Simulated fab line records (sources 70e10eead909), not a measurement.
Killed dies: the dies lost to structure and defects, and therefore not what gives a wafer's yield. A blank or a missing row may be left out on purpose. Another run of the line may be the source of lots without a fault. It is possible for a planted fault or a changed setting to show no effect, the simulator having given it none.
What tool caused it?	flow nand harc	24 lots with 72 wafers sampled at 3 steps, on a route of 1302 steps

## WHAT EACH GAUGE READ, for each wafer
NHARC_A_M0_INSPECT_11.
lot	measured	on	raw defect count
L074	day 22 23:33	defect inspect-01	60 68 60
L075	day 23 01:22	defect inspect-01	93 93 89
L076	day 23 16:58	defect inspect-02	126 116 116
L078	day 23 21:49	defect inspect-02	58 65 72
L077	day 23 23:38	defect inspect-02	120 107 107
L079	day 24 15:05	defect inspect-01	75 76 57
L080	day 25 05:55	defect inspect-02	91 80 89
L082	day 25 23:04	defect inspect-01	37 34 42
L081	day 25 23:46	defect inspect-01	93 98 113
L083	day 26 11:31	defect inspect-01	67 105 91
L084	day 26 20:27	defect inspect-01	113 128 120
L085	day 27 00:29	defect inspect-02	83 91 82
L086	day 27 18:52	defect inspect-02	71 70 73
L088	day 28 17:46	defect inspect-02	99 100 110
L087	day 28 19:15	defect inspect-02	72 61 62
L089	day 28 22:17	defect inspect-01	122 95 112
L090	day 29 12:17	defect inspect-02	75 80 81
L091	day 29 23:38	defect inspect-01	180 143 152
L092	day 30 11:14	defect inspect-01	117 112 119
L094	day 30 14:02	defect inspect-02	100 112 106
L093	day 30 20:54	defect inspect-01	109 95 115
L095	day 31 18:17	defect inspect-02	26 28 19
L096	day 31 20:08	defect inspect-02	122 119 113
L097	day 32 20:08	defect inspect-01	72 95 86

NHARC_A_M1_OVL_MEAS_10: pitch 240 nm.
lot	measured	on	overlay x nm (nm)	overlay y nm (nm)
L074	day 23 03:32	overlay-01	0.2 0.6 0.4	-0.4 0.1 0.3
L075	day 23 05:15	overlay-01	1.0 0.5 0.1	-0.2 -0.2 0.3
L076	day 23 21:13	overlay-01	-1.0 -0.8 -1.3	0.1 0.1 0.4
L078	day 24 02:46	overlay-02	0.4 0.3 0.8	-1.4 -2.1 -2.0
L077	day 24 03:44	overlay-01	-0.2 -0.6 -0.4	0.2 -0.1 0.1
L079	day 24 19:07	overlay-01	0.4 -0.5 0.1	-0.2 0.1 0.3
L080	day 25 10:06	overlay-01	-0.3 -0.5 0.0	0.2 0.0 -0.1
L082	day 26 03:26	overlay-01	-0.3 -0.8 -0.5	0.0 0.0 0.0
L081	day 26 03:46	overlay-02	-0.7 -0.4 -0.9	-0.5 -1.0 -0.3
L083	day 26 15:26	overlay-01	0.6 -0.3 -0.4	-0.7 -0.3 -0.1
L084	day 27 00:21	overlay-02	-0.4 -0.4 -0.8	-0.4 -0.5 -0.3
L085	day 27 04:48	overlay-01	-0.6 -0.1 -0.6	0.8 0.6 0.7
L086	day 27 22:51	overlay-02	1.5 1.0 1.5	-1.4 -1.2 -0.9
L088	day 28 21:51	overlay-02	-0.1 0.0 -0.4	0.0 0.1 0.6
L087	day 28 23:17	overlay-02	-0.8 -0.7 -1.2	0.1 -0.2 -0.2
L089	day 29 02:23	overlay-01	0.0 0.0 -0.6	-0.2 -0.1 0.2
L090	day 29 16:25	overlay-01	-1.3 -0.7 -0.6	1.1 0.4 0.7
L091	day 30 03:31	overlay-02	0.0 0.2 0.5	-0.8 -0.1 -0.3
L092	day 30 15:16	overlay-02	-0.2 -0.1 0.1	-1.5 -1.5 -1.8
L094	day 30 18:07	overlay-02	0.8 0.3 0.2	1.2 1.2 1.2
L093	day 31 00:47	overlay-02	-0.6 -0.8 -0.5	2.0 1.9 2.2
L095	day 31 22:17	overlay-01	0.3 0.6 -0.2	-1.9 -1.3 -1.2
L096	day 32 00:01	overlay-01	0.6 0.1 0.0	-0.1 -0.3 0.0
L097	day 33 00:07	overlay-02	0.6 -0.1 0.8	0.4 0.4 0.6

## WHAT TOOL EACH LOT RAN ON (gives the tool, then ch and the chambers of the sampled wafers, and finally the start)
lot	NHARC_A_BLC_STRIP_21
L074	rie diel-03 ch 1,2, day 22 20:51
L075	rie diel-03 ch 0,3, day 22 22:34
L076	rie diel-12 ch 1,2,3, day 23 14:07
L078	rie diel-06 ch 0,1,2, day 23 18:53
L077	rie diel-06 ch 1,3, day 23 20:39
L079	rie diel-06 ch 0,1,2, day 24 12:17
L080	rie diel-03 ch 0,2,3, day 25 03:14
L082	rie diel-03 ch 0,2,3, day 25 20:16
L081	rie diel-12 ch 0,1,2, day 25 20:56
L083	rie diel-03 ch 0,1,2, day 26 08:44
L084	rie diel-06 ch 0,1,3, day 26 17:46
L085	rie diel-03 ch 1,2, day 26 21:47
L086	rie diel-12 ch 0,1, day 27 16:08
L088	rie diel-12 ch 1,2,3, day 28 14:57
L087	rie diel-03 ch 0,2, day 28 16:26
L089	rie diel-12 ch 1,2,3, day 28 19:27
L090	rie diel-03 ch 0,1,2, day 29 09:22
L091	rie diel-03 ch 0,1,2, day 29 20:49
L092	rie diel-06 ch 0,3, day 30 08:22
L094	rie diel-06 ch 0,3, day 30 10:56
L093	rie diel-12 ch 1,2,3, day 30 18:02
L095	rie diel-06 ch 0,1,3, day 31 13:50
L096	rie diel-06 ch 0,1, day 31 15:29
L097	rie diel-12 ch 0,3, day 32 17:16
- NHARC_A_BLC_STRIP_21: strips in O2.

## WHAT THE TOOLS THEMSELVES READ (means of the sampled wafers that have a number; where no wafer has one, the mark that the record gives instead)
NHARC_A_BLC_STRIP_21.
lot	tool	chamber pressure mTorr (mTorr)	drypump motor current A (A)	oes product au (a.u.)	rf vpp V (V)	showerhead plenum p Torr (Torr)	throttle valve pct (%)
L074	rie diel-03	60.00	5.1	0.993	57.3	3.54	17.030
L075	rie diel-03	59.98	5.6	1.009	57.9	3.65	17.032
L076	rie diel-12	59.94	5.3	1.014	57.6	3.56	17.031
L078	rie diel-06	60.06	6.1	0.993	58.4	3.54	17.035
L077	rie diel-06	60.01	5.8	1.005	57.2	3.60	17.029
L079	rie diel-06	59.98	6.1	0.988	57.8	3.53	17.032
L080	rie diel-03	59.96	5.5	1.000	58.1	3.67	17.032
L082	rie diel-03	60.00	5.5	1.002	58.7	3.67	17.028
L081	rie diel-12	60.01	5.7	1.000	57.8	3.67	17.037
L083	rie diel-03	60.06	5.3	1.000	56.6	3.61	17.033
L084	rie diel-06	60.03	5.8	0.993	57.3	3.57	17.043
L085	rie diel-03	59.97	5.1	1.002	58.5	3.63	17.037
L086	rie diel-12	59.98	5.5	1.012	58.9	3.72	17.031
L088	rie diel-12	59.97	5.3	1.014	57.6	3.54	17.030
L087	rie diel-03	60.03	5.7	0.979	57.5	3.68	17.041
L089	rie diel-12	59.97	5.3	1.008	57.8	3.54	17.028
L090	rie diel-03	59.97	5.3	0.997	57.2	3.60	17.034
L091	rie diel-03	59.97	5.4	0.996	58.1	3.60	17.026
L092	rie diel-06	59.99	5.9	0.995	57.7	3.50	17.034
L094	rie diel-06	59.94	5.9	0.994	58.0	3.54	17.038
L093	rie diel-12	59.96	5.3	1.004	58.7	3.53	17.047
L095	rie diel-06	60.01	5.8	0.998	56.9	3.56	17.049
L096	rie diel-06	60.01	5.8	1.004	58.0	3.63	17.048
L097	rie diel-12	59.94	5.8	0.999	58.3	3.55	17.033

## THE ANSWER, worked out from the rows above alone
Rule: the usual values come from the lots themselves. Put in order of their means at a reading, lots are off if they are a third of the lots or fewer, leave a main group of 4 or more, and stand apart from it by a gap of 3 or more times the standard deviation of the main group's means; of several such gaps the widest counts. A main group whose means are all the same, to the digits that the tables above print for the reading, isn't used. A lot without any number at a reading at which 4 lots or more have one is off too. Where the step has rows for the other lots, those lots are counted as sound. The gauges are gone through in route order, then the tools' own readings, and for those a lot's mean is taken as printed above. At the first step where some lot is off, the reading lying furthest off is the one used; lots without a number count as furthest.
Nothing can be told from this: no lot is off at any reading shown.

## WHAT HAD BEEN PUT IN BY THE SIMULATOR
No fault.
